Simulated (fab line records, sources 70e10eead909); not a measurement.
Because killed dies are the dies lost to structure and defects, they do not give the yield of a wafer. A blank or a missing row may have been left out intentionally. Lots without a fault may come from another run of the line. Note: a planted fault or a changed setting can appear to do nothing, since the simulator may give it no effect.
Chamber matching | flow nand_harc | NHARC_A_M0_DEP_32 on pecvd-03: 3 sister chambers
The step deposits SiCN, target thk 30 nm. 3 wafers are shown with their chamber, then 10 later ones without.

== EACH WAFER AND ITS CHAMBER ==
wafer  | chamber | heater_power_w (W)
L084.5 | 0       | 573
L084.6 | 1       | 650
L088.5 | 2       | 517

== WAFERS WITH NO CHAMBER GIVEN ==
wafer  | heater_power_w (W)
L088.6 | 537
L090.1 | 592
L090.3 | 539
L090.4 | 588
L095.2 | 547
L095.4 | 561
L095.6 | 425
L097.2 | 519
L097.3 | 572
L097.4 | 481

== WHICH CHAMBER EACH WENT THROUGH ==
wafer  | from the rows above          | in truth
L088.6 | can't be placed: 2 or 0      | 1
L090.1 | can't be placed: 0 or 1 or 2 | 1
L090.3 | can't be placed: 2 or 0      | 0
L090.4 | can't be placed: 0 or 1 or 2 | 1
L095.2 | can't be placed: 0 or 2      | 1
L095.4 | can't be placed: 0 or 2      | 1
L095.6 | can't be placed: 2 or 0      | 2
L097.2 | can't be placed: 2 or 0      | 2
L097.3 | can't be placed: 0 or 2      | 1
L097.4 | can't be placed: 2 or 0      | 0
0 of 10 placed correctly. From these rows, 10 cannot be placed; in 6 the true chamber is one of the candidates. 0 placed wrongly.
How it was worked out, from the rows above alone: a wafer's distance from a chamber is the root of the sum, over the readings, of the square of ((its reading less the chamber's mean) divided by the reading's scatter). If the next closest chamber is less than 2 further off than the closest, the wafer can't be placed; otherwise it belongs to the closest. A chamber's mean is the mean of its shown wafers. The scatter: with one shown wafer a chamber, the root of the mean of the squares of how far each hidden wafer lies from its nearest shown one.
